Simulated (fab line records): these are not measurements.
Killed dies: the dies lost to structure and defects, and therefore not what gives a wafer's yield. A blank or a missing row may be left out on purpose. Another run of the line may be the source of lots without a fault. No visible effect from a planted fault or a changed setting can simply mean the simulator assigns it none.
fab line records	flow n5Finfet
record lots=7	wafers=39
route steps=1938 shown FIN_SAQP@147 FIN_CUT@169 DUMMY_GATE@228 SD_EPI_P@321 SD_ACTIVATION@330 HKMG_FIN@386
startH: the number of hours between the record's first day and the start of the first shown wafer of the lot	waitH: time in hours since the lot's previous step	" as in the row above	L1.1+2: several wafers, shown together as one row	- no value, or no start given	* or withheld: withheld	< > ~ a bound
route shown NAME@n: NAME is a module with steps in the file, n the number in the route of the first one	usual: mean/standard deviation taken from wafers without a fault	same: alike in all rows	chamber/n: place in a boat	sites: the reading at each site	_std_site: standard deviation across them	_edge_site: the outer-site mean with the inner-site mean subtracted	radiusMm: how far each site lies from the wafer's centre	mask NAME#n: copy n	behind: the most recent tool/chamber to have shaped the wafer	hold: reason for holding the lot/hours on hold/outcome of the hold	device: the n, p or np transistor that did not switch	end of line: the same wafers' tests at the end of the route	where a step has no rows: the recipe by itself	killed: the dies lost at the first sort to structure and to defects; this is not the yield of the wafer	map: per-die view of a wafer (x killed, . not killed, _ where there is no die)
set.NAME: the setting that was run; set.NAME@STEP: the one run at that earlier step	model.NAME: the simulator's own value behind a step, which no gauge read
lots with deliberately changed settings; one table per step, one row per wafer
## steps
# step N5_FIN_SAQP_FIN_ETCH_36
# recipe chemistry=HBr/Cl2/O2	targetDepthA=1200	maskMaterial=SiNx	timeS=50.4	biasW=102	pressureMtorr=10	icpW=800	HBr_flow_sccm=150	Cl2_flow_sccm=80	O2_flow_sccm=12
lot.wafer	tool	chamber	startH	waitH	set.icpW	model.FIN_SAQP.featureDepthNm	model.etch.depthNm
L075.1	rieSi-02	3	32.64	0.0	800	119.8	119.9
L075.2	"	1	"	"	912.5	129.6	129.6
L075.3	"	0	"	"	912.5	128.4	128.3
L075.4	"	2	"	"	912.5	126	126.1
L075.5	"	1	"	"	800	122.8	122.8
L075.6	"	0	"	"	800	119.2	119.3
L079.1	rieSi-03	3	56.38	0.0	925.6	129	129.1
L079.2	"	1	"	"	800	118.6	118.5
L079.3+4	"	0,2	"	"	925.6	128	127.9
L079.5	"	1	"	"	800	118.2	118.2
L079.6	"	2	"	"	800	119.4	119.4
L081.1	rieSi-05	1	67.77	0.0	800	119.6	119.6
L081.2	"	3	"	"	800	117.8	117.8
L081.3	"	0	"	"	800	119.4	119.5
L081.4	"	2	"	"	800	118.8	118.8
L081.5	"	3	"	"	800	119.2	119.3
L081.6	"	0	"	"	800	120.2	120.2
L090.1	rieSi-02	3	122.05	0.0	800	118.8	118.8
L090.2	"	2	"	"	880.6	123	123
L090.3	"	1	"	"	880.6	126.8	126.8
L090.4	"	0	"	"	880.6	126	125.9
L090.5	"	1	"	"	800	121.4	121.3
L090.6	"	2	"	"	800	117.4	117.3
L094.1	rieSi-02	3	145.86	0.0	800	118.2	118.2
L094.2	"	0	"	"	800	120.8	120.9
L094.3	"	1	"	"	800	121.6	121.7
L094.4	"	2	"	"	800	118.6	118.7
L094.5	"	2	"	"	800	118.8	118.8
L094.6	"	1	"	"	800	122.6	122.6
L096.2	rieSi-03	0	158.31	0.0	800	119.4	119.4
L096.4	"	3	"	"	800	120.4	120.5
L096.5	"	3	"	"	800	119.8	119.9
L097.1	rieSi-02	2	165.65	0.0	748.9	114	114
L097.2	"	0	"	"	800	120.6	120.6
L097.3	"	3	"	"	800	119	119
L097.4	"	1	"	"	800	121.4	121.3
L097.5	"	2	"	"	748.9	114	114.1
L097.6	"	3	"	"	748.9	114.4	114.4
# step N5_FIN_SAQP_PRECLEAN_38
# recipe chemistry=O3/DIW	timeS=45	tempC=22	o3Ppm=10
# step N5_FIN_SAQP_PRECLEAN_45
# recipe chemistry=dHF	timeS=10	dilution=500:1	tempC=25
# step N5_FIN_SAQP_SRD_39
# recipe dry=ipaMarangoni	timeS=30	tempC=23	rinseLiquid=diw
# step N5_FIN_SAQP_OCD_MEAS_76
# usual trenchDepthNm=119.7/1.5
lot.wafer	tool	chamber	startH	waitH	set.icpW@FIN_SAQP_FIN_ETCH_36	trenchDepthNm
L075.1	ocd-01	-	32.86	0.0	800	120.0
L075.2	"	-	"	"	912.5	129.4
L075.3	"	-	"	"	912.5	128.3
L075.4	"	-	"	"	912.5	126.6
L075.5	"	-	"	"	800	123.0
L075.6	"	-	"	"	800	119.3
L079.1	ocd-02	-	56.61	0.0	925.6	128.6
L079.2	"	-	"	"	800	118.2
L079.3	"	-	"	"	925.6	128.2
L079.4	"	-	"	"	925.6	128.1
L079.5	"	-	"	"	800	118.6
L079.6	"	-	"	"	800	119.2
L081.1	ocd-02	-	67.99	0.0	800	119.4
L081.2	"	-	"	"	800	117.7
L081.3	"	-	"	"	800	119.7
L081.4	"	-	"	"	800	119.3
L081.5	"	-	"	"	800	119.3
L081.6	"	-	"	"	800	120.2
L090.1	ocd-02	-	122.27	0.0	800	118.9
L090.2	"	-	"	"	880.6	122.8
L090.3	"	-	"	"	880.6	126.4
L090.4	"	-	"	"	880.6	125.8
L090.5	"	-	"	"	800	121.4
L090.6	"	-	"	"	800	116.6
L094.1	ocd-02	-	146.08	0.0	800	117.6
L094.2	"	-	"	"	800	121.3
L094.3	"	-	"	"	800	121.9
L094.4	"	-	"	"	800	118.8
L094.5	"	-	"	"	800	118.9
L094.6	"	-	"	"	800	122.2
L096.2	ocd-01	-	158.54	0.0	800	119.6
L096.4	"	-	"	"	800	120.3
L096.5	"	-	"	"	800	120.1
L097.1	ocd-01	-	165.87	0.0	748.9	114.0
L097.2	"	-	"	"	800	120.2
L097.3	"	-	"	"	800	119.4
L097.4	"	-	"	"	800	120.9
L097.5	"	-	"	"	748.9	114.1
L097.6	"	-	"	"	748.9	114.6
# step N5_FIN_CUT_ETCH_21
# recipe chemistry=N2/H2	target=SOC	targetDepthA=2190	overetchA=438	maskMaterial=SiARC	tempC=40	ionEnergyEv=100	biasW=61	timeS=523.5	pressureMtorr=30	sourceW=850	n2FlowSccm=200	h2FlowSccm=200
# usual rfVppV=240.8/1.4
lot.wafer	tool	chamber	startH	waitH	set.biasW	rfVppV	model.SiARC_of_FIN_CUT_COAT_19.thkNm
L075.1	rieDiel-04	2	33.45	0.0	61	241.4	11.8
L075.2	"	0	"	"	61	238.8	11.4
L075.3	"	1	"	"	69.14	263.2	11
L075.4	"	3	"	"	69.14	262.6	11
L075.5	"	2	"	"	69.14	260.7	11.2
L075.6	"	1	"	"	61	243.1	11.8
L079.1	rieDiel-03	2	57.15	0.0	61	240.4	11.8
L079.2	"	3	"	"	71.21	264.7	11
L079.3	"	0	"	"	61	239.2	11.6
L079.4	"	1	"	"	71.21	266.6	11
L079.5	"	2	"	"	61	239.0	11.8
L079.6	"	3	"	"	71.21	263.7	11
L081.1	rieDiel-02	0	68.90	0.0	61	241.4	12
L081.2	"	3	"	"	53.59	222.6	12.6
L081.3	"	2	"	"	53.59	221.6	12.8
L081.4	"	1	"	"	61	238.7	12
L081.5	"	0	"	"	53.59	222.7	12.6
L081.6	"	3	"	"	61	241.6	12
L090.1	rieDiel-03	0	123.07	0.0	53.12	217.9	12.4
L090.2	"	1	"	"	61	240.2	12
L090.3	"	3	"	"	53.12	218.8	12.8
L090.4	"	0	"	"	61	238.4	12
L090.5	"	1	"	"	61	241.6	12
L090.6	"	3	"	"	53.12	218.9	12.6
L094.1	rieDiel-04	0	146.63	0.0	53.76	220.6	12.2
L094.2	"	2	"	"	61	241.2	11.6
L094.3	"	3	"	"	53.76	222.1	12.2
L094.4	"	1	"	"	61	241.5	11.6
L094.5	"	2	"	"	53.76	221.9	12.4
L094.6	"	3	"	"	61	241.9	11.6
L096.2	rieDiel-04	1	159.29	0.0	61	243.2	11.6
L096.4	"	3	"	"	61	242.1	11.4
L096.5	"	0	"	"	61	238.9	11.4
L097.1	rieDiel-02	1	166.42	0.0	71.95	265.6	11.2
L097.2	"	0	"	"	61	242.7	12
L097.3	"	3	"	"	61	239.9	12
L097.4	"	2	"	"	71.95	266.8	11.4
L097.5	"	2	"	"	61	241.0	12.2
L097.6	"	3	"	"	71.95	268.3	11.2
# step N5_DUMMY_GATE_EXPOSE_12
# recipe maskId=GATE	na=0.33	sourceShape=annular	sigmaInner=0.2	sigmaOuter=0.6	polarization=unpolarized	targetCdNm=25	doseMj=34
lot.wafer	tool	chamber	startH	waitH	mask	set.doseMj
L075.1+3+5	euvScanner-01	0	53.28	-	GATE#0	34
L075.2+4+6	"	0	"	"	GATE#0	32.84
L079.1+2+3+4+5+6	euvScanner-01	0	75.16	-	GATE#0	34
L081.1+3+6	euvScanner-01	0	87.03	-	GATE#0	31.33
L081.2+4+5	"	0	"	"	GATE#0	34
L090.1+4+5	euvScanner-01	0	141.67	-	GATE#0	34
L090.2+3+6	"	0	"	"	GATE#0	32.78
L094.1+2+3	euvScanner-01	0	166.93	-	GATE#0	35.64
L094.4+5+6	"	0	"	"	GATE#0	34
L096.2+4+5	euvScanner-02	0	177.72	-	GATE#0	34
L097.1+2+5	euvScanner-01	0	187.58	-	GATE#0	34
L097.3+4+6	"	0	"	"	GATE#0	32.05
# step N5_DUMMY_GATE_PEB_13
# recipe pebTempC=100	pebTimeS=60	resist=CAR-EUV
# step N5_DUMMY_GATE_DEVELOP_14
# recipe developTimeS=30	developer=TMAH	resist=CAR-EUV	rinseLiquid=surfactantRinse	dry=airSpin	devTempC=23
# step N5_DUMMY_GATE_CD_MEAS_15
# recipe targetCdNm=25.8	landingEnergyEv=500	detector=seInlens
# usual cdNm=25.05/0.23
lot.wafer	tool	chamber	startH	waitH	set.doseMj@DUMMY_GATE_EXPOSE_12	cdNm
L075.1	cdSem-03	0	53.40	-	34	25.45
L075.2	"	0	"	"	32.84	25.34
L075.3	"	0	"	"	34	24.97
L075.4	"	0	"	"	32.84	25.76
L075.5	"	0	"	"	34	24.80
L075.6	"	0	"	"	32.84	25.66
L079.1	cdSem-03	0	75.28	-	34	25.53
L079.2	"	0	"	"	34	24.92
L079.3	"	0	"	"	34	25.22
L079.4	"	0	"	"	34	24.78
L079.5	"	0	"	"	34	25.18
L079.6	"	0	"	"	34	25.27
L081.1	cdSem-01	0	87.16	-	31.33	26.96
L081.2	"	0	"	"	34	25.10
L081.3	"	0	"	"	31.33	26.69
L081.4	"	0	"	"	34	24.94
L081.5	"	0	"	"	34	24.72
L081.6	"	0	"	"	31.33	26.46
L090.1	cdSem-01	0	141.80	-	34	24.56
L090.2	"	0	"	"	32.78	25.93
L090.3	"	0	"	"	32.78	25.41
L090.4	"	0	"	"	34	25.16
L090.5	"	0	"	"	34	25.13
L090.6	"	0	"	"	32.78	25.46
L094.1	cdSem-02	0	167.05	-	35.64	24.31
L094.2	"	0	"	"	35.64	24.17
L094.3	"	0	"	"	35.64	24.50
L094.4	"	0	"	"	34	24.85
L094.5	"	0	"	"	34	24.97
L094.6	"	0	"	"	34	25.07
L096.2	cdSem-01	0	177.84	-	34	24.93
L096.4	"	0	"	"	34	24.81
L096.5	"	0	"	"	34	25.02
L097.1	cdSem-03	0	187.70	-	34	25.27
L097.2	"	0	"	"	34	24.93
L097.3	"	0	"	"	32.05	26.32
L097.4	"	0	"	"	32.05	26.07
L097.5	"	0	"	"	34	24.88
L097.6	"	0	"	"	32.05	26.24
# step N5_DUMMY_GATE_STRIP_38
# recipe chemistry=N2/H2	tempC=40	n2FlowSccm=200	h2FlowSccm=200	rfFrequencyHz=6e+07
# step N5_DUMMY_GATE_STRIP_39
# recipe chemistry=N2/H2	tempC=40	n2FlowSccm=200	h2FlowSccm=200	rfFrequencyHz=6e+07
# step N5_DUMMY_GATE_TRIM_49
# recipe chemistry=O2	resist=SOC	timeS=29	targetCdNm=14	sourcePowerW=300	biasPowerW=0	O2_flow_sccm=100	tempC=20
lot.wafer	tool	chamber	startH	waitH	set.doseMj@DUMMY_GATE_EXPOSE_12	model.DUMMY_GATE.cdNm
L075.1	rieSi-01	3	53.77	0.0	34	14.2
L075.2	"	1	"	"	32.84	14.4
L075.3	"	2	"	"	34	14
L075.4+6	"	0,2	"	"	32.84	14.6
L075.5	"	3	"	"	34	13.8
L079.1+4+6	rieSi-04	3,3,0	75.64	0.0	34	14.4
L079.2	"	0	"	"	34	14
L079.3+5	"	1	"	"	34	14.2
L081.1+3	rieSi-04	2,1	87.87	0.0	31.33	15.8
L081.2	"	0	"	"	34	13.6
L081.4	"	3	"	"	34	14.2
L081.5	"	3	"	"	34	14.6
L081.6	"	0	"	"	31.33	15.6
L090.1	rieSi-06	1	142.64	0.0	34	14.2
L090.2	"	0	"	"	32.78	14
L090.3	"	3	"	"	32.78	14.2
L090.4	"	2	"	"	34	13.8
L090.5	"	2	"	"	34	13.6
L090.6	"	3	"	"	32.78	14.4
L094.1+2+3	rieSi-01	1,0,3	167.41	0.0	35.64	12.8
L094.4	"	2	"	"	34	14.2
L094.5+6	"	0,1	"	"	34	13.6
L096.2	rieSi-06	2	178.19	0.0	34	14.2
L096.4+5	"	1,0	"	"	34	14
L097.1	rieSi-04	0	188.14	0.0	34	14
L097.2	"	3	"	"	34	14.4
L097.3	"	2	"	"	32.05	15
L097.4	"	0	"	"	32.05	15.4
L097.5	"	2	"	"	34	14.2
L097.6	"	3	"	"	32.05	15.8
# step N5_DUMMY_GATE_ETCH_42
# recipe chemistry=CHF3/O2	target=SiO2	targetDepthA=35	timeS=31	ionEnergyEv=30	biasW=12	pressureMtorr=30	sourceW=600	Ar_flow_sccm=200	CHF3_flow_sccm=50	O2_flow_sccm=5
# usual rfVppV=42.7/0.97
lot.wafer	tool	chamber	startH	waitH	set.biasW	set.doseMj@DUMMY_GATE_EXPOSE_12	rfVppV	model.DUMMY_GATE.cdNm
L075.1	rieDiel-04	0	54.46	0.0	10.71	34	39.6	15
L075.2	"	2	"	"	12	32.84	42.5	15.4
L075.3	"	3	"	"	12	34	46.1	14.8
L075.4	"	1	"	"	10.71	32.84	39.9	15.6
L075.5	"	0	"	"	10.71	34	39.7	14.8
L075.6	"	3	"	"	12	32.84	43.4	15.4
L079.1	rieDiel-03	2	76.33	0.0	12	34	41.2	15.4
L079.2	"	0	"	"	12	34	42.8	15
L079.3	"	3	"	"	12	34	41.4	15
L079.4	"	3	"	"	12	34	43.2	15.2
L079.5	"	0	"	"	12	34	42.9	15.4
L079.6	"	2	"	"	12	34	41.1	15.4
L081.1	rieDiel-03	3	88.81	0.0	10.63	31.33	39.3	17.4
L081.2	"	1	"	"	12	34	41.7	15
L081.3	"	0	"	"	12	31.33	42.6	17.2
L081.4	"	2	"	"	10.63	34	39.1	15.4
L081.5	"	3	"	"	10.63	34	37.2	16
L081.6	"	2	"	"	12	31.33	41.9	16.8
L090.1	rieDiel-02	1	143.51	0.0	12	34	42.0	15.4
L090.2	"	0	"	"	10.74	32.78	40.0	15.6
L090.3	"	2	"	"	12	32.78	44.0	15.4
L090.4	"	3	"	"	10.74	34	38.9	14.8
L090.5	"	1	"	"	12	34	41.5	14.8
L090.6	"	2	"	"	10.74	32.78	39.8	15.6
L094.1	rieDiel-02	2	168.36	0.3	12	35.64	41.4	14
L094.2	"	0	"	"	12	35.64	41.7	13.8
L094.3	"	1	"	"	12	35.64	41.0	13.6
L094.4	"	3	"	"	12	34	43.4	15.2
L094.5	"	2	"	"	12	34	42.7	14.8
L094.6	"	3	"	"	12	34	42.9	14.4
L096.2	rieDiel-03	1	178.93	0.0	12	34	42.7	15
L096.4	"	0	"	"	12	34	42.7	15.4
L096.5	"	0	"	"	12	34	42.4	15.2
L097.1	rieDiel-04	2	189.20	0.1	12	34	41.4	15
L097.2	"	3	"	"	12	34	43.8	15.6
L097.3	"	1	"	"	10.46	32.05	37.9	16
L097.4	"	0	"	"	10.46	32.05	38.9	16.4
L097.5	"	1	"	"	10.46	34	38.4	15.4
L097.6	"	0	"	"	12	32.05	42.5	17
# step N5_SD_EPI_P_EPI_21
# recipe material=SiGe:B	dopant=B	tempC=550	pressureTorr=20	ambient=H2	timeS=355
lot.wafer	tool	chamber	startH	waitH	set.tempC	model.SiGe-B_of_SD_EPI_P_EPI_21.thkNm
L075.1	epiRpcvd-02	0	61.59	0.1	550	60.2
L075.2+4	"	0	"	"	550	60.8
L075.3	"	0	"	"	550	60.4
L075.5	"	0	"	"	550	61.2
L075.6	"	0	"	"	550	60.6
L079.1+2+5	epiRpcvd-02	0	84.25	0.1	550	60.4
L079.3+4	"	0	"	"	550	60.2
L079.6	"	0	86.05	1.8	550	60.6
L081.1	epiRpcvd-03	0	95.90	0.1	552.9	63.8
L081.2	"	0	"	"	550	60
L081.3+5	"	0	"	"	552.9	62.8
L081.4	"	0	"	"	550	59.6
L081.6	"	0	"	"	550	59.8
L090.1	epiRpcvd-01	0	151.74	0.2	550	60.2
L090.2	"	0	"	"	550	60.8
L090.3+6	"	0	"	"	548	57.4
L090.4	"	0	"	"	550	60.6
L090.5	"	0	"	"	548	57.8
L094.1	epiRpcvd-02	0	176.26	0.1	550	60.6
L094.2+3+5	"	0	"	"	550	61.4
L094.4	"	0	"	"	550	61.2
L094.6	"	0	"	"	550	60.8
L096.2	epiRpcvd-02	0	188.56	0.5	550	61.2
L096.4	"	0	"	"	550	61
L096.5	"	0	"	"	550	60.8
L097.1	epiRpcvd-03	0	196.33	0.1	546.4	56
L097.2	"	0	"	"	550	61.4
L097.3	"	0	"	"	546.4	56.8
L097.4	"	0	"	"	550	60
L097.5	"	0	"	"	546.4	56.2
L097.6	"	0	"	"	550	60.6
# step N5_SD_EPI_P_HM_STRIP_48
# recipe chemistry=H3PO4	tempC=160	material=SiNx	target=SiNx	targetDepthA=30	overetchFraction=0.3
# step N5_SD_ACTIVATION_RTA_00
# recipe tempC=975	timeS=0	ambient=N2	idleTempC=600	rampUpCPerS=150	rampDownCPerS=60	coolToC=600
# step N5_SD_ACTIVATION_LSA_01
# recipe tempC=1080	timeS=0.0008	ambient=N2
# step N5_SD_ACTIVATION_RS_MEAS_03
# recipe thkMeasGauge=four-point-probe
# usual RS_SD_N=21.93/0.3	RS_SD_P=56.2/1
lot.wafer	tool	chamber	startH	waitH	set.tempC@SD_EPI_P_EPI_21	RS_SD_N[ohm/sq]	RS_SD_P[ohm/sq]
L075.1	filmMetro-02	-	64.42	0.2	550	22.20	56.8
L075.2	"	-	"	"	550	22.23	56.6
L075.3	"	-	"	"	550	22.01	56.6
L075.4	"	-	"	"	550	22.10	56.3
L075.5	"	-	"	"	550	22.26	55.8
L075.6	"	-	"	"	550	21.89	56.4
L079.1	filmMetro-02	-	87.09	0.2	550	22.26	57.0
L079.2	"	-	"	"	550	22.22	56.0
L079.3	"	-	"	"	550	22.17	56.8
L079.4	"	-	"	"	550	22.04	56.7
L079.5	"	-	"	"	550	22.07	56.4
L079.6	"	-	"	"	550	21.83	56.8
L081.1	filmMetro-02	-	98.73	0.2	552.9	21.95	54.4
L081.2	"	-	"	"	550	22.06	58.2
L081.3	"	-	"	"	552.9	22.29	55.5
L081.4	"	-	"	"	550	22.24	58.0
L081.5	"	-	"	"	552.9	22.27	55.5
L081.6	"	-	"	"	550	22.13	58.4
L090.1	filmMetro-01	-	155.39	0.2	550	22.10	57.0
L090.2	"	-	"	"	550	22.03	55.8
L090.3	"	-	"	"	548	21.78	59.4
L090.4	"	-	"	"	550	22.27	57.0
L090.5	"	-	"	"	548	21.99	59.3
L090.6	"	-	"	"	548	22.38	60.1
L094.1	filmMetro-01	-	179.14	0.2	550	22.21	56.2
L094.2	"	-	"	"	550	22.43	55.6
L094.3	"	-	"	"	550	22.20	55.3
L094.4	"	-	"	"	550	22.27	55.8
L094.5	"	-	"	"	550	22.45	55.5
L094.6	"	-	"	"	550	21.96	56.1
L096.2	filmMetro-02	-	191.03	0.2	550	21.43	55.5
L096.4	"	-	"	"	550	21.54	56.4
L096.5	"	-	"	"	550	21.87	56.3
L097.1	filmMetro-02	-	199.27	0.2	546.4	21.99	61.3
L097.2	"	-	"	"	550	21.91	55.2
L097.3	"	-	"	"	546.4	22.08	60.3
L097.4	"	-	"	"	550	22.23	56.9
L097.5	"	-	"	"	546.4	21.87	60.5
L097.6	"	-	"	"	550	22.36	56.0
# step N5_HKMG_FIN_HK_ALD_01
# recipe material=HfO2	targetThkA=16	tempC=withheld	aldPrecursorFamily=HfCl4	aldCoReactant=H2O	pulseTimeS=3	purgeTimeS=3	coReactantPurgeTimeS=2.5	coReactantPulseTimeS=0.3	aldCycles=30
lot.wafer	tool	chamber	startH	waitH	set.aldCycles
L075.1+2+5	aldHk-03	2,0,2	75.88	0.0	30
L075.3+4+6	"	3,1,1	"	"	28
L079.1+5+6	aldHk-03	2,2,1	100.05	0.0	30
L079.2+3+4	"	0,1,3	"	"	28
L081.1+4+6	aldHk-01	3,2,1	112.02	0.0	34
L081.2+3+5	"	0,1,2	"	"	30
L090.1+5+6	aldHk-03	2,1,0	168.41	0.0	30
L090.2+3+4	"	3,1,0	"	"	28
L094.1+2+3+4+5+6	aldHk-03	2,1,3,0,0,1	191.07	0.0	30
L096.2+4+5	aldHk-02	2,1,3	202.92	0.0	30
L097.1+2+3+4+5+6	aldHk-02	0,1,2,3,0,3	211.16	0.0	30
## key
split step=N5_FIN_SAQP_FIN_ETCH_36	setting=icpW	stated=800	by=wafer
response step=N5_FIN_SAQP_FIN_ETCH_36	reading=model.FIN_SAQP.featureDepthNm	change=+0.606	per=1%	r=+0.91
response step=N5_FIN_SAQP_FIN_ETCH_36	reading=model.etch.depthNm	change=+0.605	per=1%	r=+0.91
response step=N5_FIN_SAQP_OCD_MEAS_76	reading=trenchDepthNm	change=+0.602	per=1%	r=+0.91
split step=N5_FIN_CUT_ETCH_21	setting=biasW	stated=61	by=wafer
response step=N5_FIN_CUT_ETCH_21	reading=rfVppV	change=+1.54	per=1%	r=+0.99
response step=N5_FIN_CUT_ETCH_21	reading=model.SiARC_of_FIN_CUT_COAT_19.thkNm	change=-0.0473	per=1%	r=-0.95
split step=N5_DUMMY_GATE_EXPOSE_12	setting=doseMj	stated=34	by=wafer
response step=N5_DUMMY_GATE_CD_MEAS_15	reading=cdNm	change=-0.196	per=1%	r=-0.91
response step=N5_DUMMY_GATE_TRIM_49	reading=model.DUMMY_GATE.cdNm	change=-0.192	per=1%	r=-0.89
response step=N5_DUMMY_GATE_ETCH_42	reading=model.DUMMY_GATE.cdNm	change=-0.199	per=1%	r=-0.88
split step=N5_DUMMY_GATE_ETCH_42	setting=biasW	stated=12	by=wafer
response step=N5_DUMMY_GATE_ETCH_42	reading=rfVppV	change=+0.326	per=1%	r=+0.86
split step=N5_SD_EPI_P_EPI_21	setting=tempC	stated=550	by=wafer
response step=N5_SD_EPI_P_EPI_21	reading=model.SiGe-B_of_SD_EPI_P_EPI_21.thkNm	change=+6.78	per=1%	r=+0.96
response step=N5_SD_ACTIVATION_RS_MEAS_03	reading=RS_SD_P	change=-6.9	per=1%	r=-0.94
split step=N5_HKMG_FIN_HK_ALD_01	setting=aldCycles	stated=30	by=wafer
response none in this file
